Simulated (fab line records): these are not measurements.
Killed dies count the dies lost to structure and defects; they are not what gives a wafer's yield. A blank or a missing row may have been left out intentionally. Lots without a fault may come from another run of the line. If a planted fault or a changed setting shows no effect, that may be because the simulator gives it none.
Which tool is to blame? | flow n5Finfet | route of 1938 steps, sampled at 1 step: 11 lots, 33 wafers

WHAT THE GAUGES READ, wafer by wafer
N5_BEOL_M15_RS_MEAS_54: a four-point-probe measurement.
lot  | measured     | on           | M15_RS (ohm/sq)
L712 | day 11 15:37 | filmMetro-01 | 0.0218 0.0217 0.0215
L714 | day 12 16:28 | filmMetro-01 | 0.0216 0.0220 0.0221
L715 | day 12 17:34 | filmMetro-02 | 0.0214 0.0212 0.0216
L716 | day 13 00:53 | filmMetro-01 | 0.0212 0.0218 0.0218
L719 | day 13 17:21 | filmMetro-02 | 0.0226 0.0221 0.0224
L720 | day 13 22:31 | filmMetro-02 | 0.0220 0.0221 0.0224
L722 | day 14 11:35 | filmMetro-02 | 0.0213 0.0213 0.0213
L723 | day 14 12:32 | filmMetro-02 | 0.0220 0.0222 0.0219
L724 | day 14 19:03 | filmMetro-01 | 0.0222 0.0220 0.0216
L725 | day 15 15:58 | filmMetro-02 | 0.0219 0.0218 0.0208
L730 | day 16 08:30 | filmMetro-02 | 0.0209 0.0216 0.0222

WHICH TOOL RAN EACH LOT (tool, then ch and the chambers of the sampled wafers, then the start)
The record shows no process step preceding these readings.

THE ANSWER, worked out from the rows above alone
Rule: what is usual is taken from the lots themselves. The widest of any qualifying gaps counts: lots, ordered by their means at a reading, are off when they make up no more than a third of the lots, leave a main group of 4 or more, and stand apart from it by 3 or more times the standard deviation of that group's means. A main group is skipped when, at the precision printed for the reading in the tables above, its means are all equal. A lot without any number at a reading at which 4 lots or more have one is off too. The other lots that the step has rows for count as sound.
Nothing can be told from this: no lot is off at any reading shown.

WHAT THE SIMULATOR HAD PUT IN
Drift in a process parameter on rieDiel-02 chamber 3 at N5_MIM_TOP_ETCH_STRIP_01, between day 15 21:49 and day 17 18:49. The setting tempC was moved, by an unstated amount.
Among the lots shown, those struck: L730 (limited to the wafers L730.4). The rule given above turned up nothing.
